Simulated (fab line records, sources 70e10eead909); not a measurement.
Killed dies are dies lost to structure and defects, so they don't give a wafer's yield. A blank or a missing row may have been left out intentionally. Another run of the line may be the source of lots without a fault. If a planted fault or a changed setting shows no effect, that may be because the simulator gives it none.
A struck lot beside a sound one / flow nand-harc / 15 steps out of a route of 1159
Sound: wafers L696.1, L696.4, L696.5. Struck: wafer L705.6. (L705.1, L705.4 of the same lot were not struck and are left out.) The cause comes at the end.
Per side, at each step with rows, come the tool, then ch with its chambers, and then its first start. Under that, the readings that differ: sound wafers / struck wafers / difference of the means / sigmas: that difference in standard deviations of wafers without a fault.
alike: readings whose means differ by less than 2 such deviations, and words and numbers that are the same on both sides. not compared: withheld readings, readings that some wafer has no value for, bounds like >300 that may hide the same value, and numbers for which the record gives no deviation and whose values overlap.
A row with sigmas, a row that says differs or no value, or rows on one side alone: a step with any of these is where the two part. Numbers that don't overlap but have no deviation are shown without sigmas and don't part them. A reading that every wafer of one side lacks parts them only if that side has two wafers or more.

first, 1 step without rows for these wafers: NHARC_A_ONON_D1_DEP_03 (target thk 1000 nm).
NHARC_A_ONON_D1_THK_MEAS_05: measures by ellipsometry.
  sound on film-metro-02 at day 8 05:29; struck on film-metro-01 at day 10 18:54
  alike: thk-nm
then, no rows for these wafers at 1 step: NHARC_A_ONON_D1_DEP_06 (target thk 1000 nm).
NHARC_A_ONON_D1_THK_MEAS_08: measures by ellipsometry.
  sound on film-metro-01 at day 8 06:03; struck on film-metro-01 at day 10 19:28
  alike: thk-nm
then, no rows for these wafers at 1 step: NHARC_A_ONON_D1_DEP_09 (target thk 1000 nm).
NHARC_A_ONON_D1_THK_MEAS_11: measures by ellipsometry.
  sound on film-metro-01 at day 8 06:37; struck on film-metro-01 at day 10 20:02
  alike: thk-nm
then, no rows for these wafers at 1 step: NHARC_A_ONON_D1_DEP_12 (target thk 1000 nm).
NHARC_A_ONON_D1_THK_MEAS_14: measures by ellipsometry.
  sound on film-metro-02 at day 8 07:11; struck on film-metro-02 at day 10 20:37
  alike: thk-nm
then, 2 steps without rows for these wafers: NHARC_A_ONON_D1_ANNEAL_15 (time 3600 s); NHARC_A_ONON_D1_DEP_16 (target thk 1000 nm).
NHARC_A_ONON_D1_THK_MEAS_18: measures by ellipsometry.
  sound on film-metro-01 at day 8 17:26; struck on film-metro-01 at day 11 03:41
  alike: thk-nm
NHARC_A_ONON_D1_DEP_19: target thk 1000 nm.
  sound on pecvd-onon-04 ch 0, day 8 17:29; struck on pecvd-onon-03 ch 0, day 11 03:45
  alike: sih4-flow-sccm
NHARC_A_ONON_D1_THK_MEAS_21: measures by ellipsometry.
  sound on film-metro-02 at day 8 18:00; struck on film-metro-01 at day 11 04:16
reading=thk-nm (nm); sound=1006 1006 1006; struck=1555; difference=+549; sigmas=+71
then, no rows for these wafers at 1 step: NHARC_A_ONON_D1_DEP_22 (target thk 1000 nm).
-- record jumps: 11 days between struck wafers' starts before vs after; left off in module A_ONON_D1, resumes in module END, first step shown is number 1159 of the route --
NHARC_END_SORT_01:
  at this point the record logs the struck wafers (prober-01 ch 0, day 22 04:08) and has no rows for the sound ones

WHERE THEY PART
At NHARC_A_ONON_D1_THK_MEAS_21 first; at NHARC_END_SORT_01 last (within this record only).

WHY: what had been put in by the simulator
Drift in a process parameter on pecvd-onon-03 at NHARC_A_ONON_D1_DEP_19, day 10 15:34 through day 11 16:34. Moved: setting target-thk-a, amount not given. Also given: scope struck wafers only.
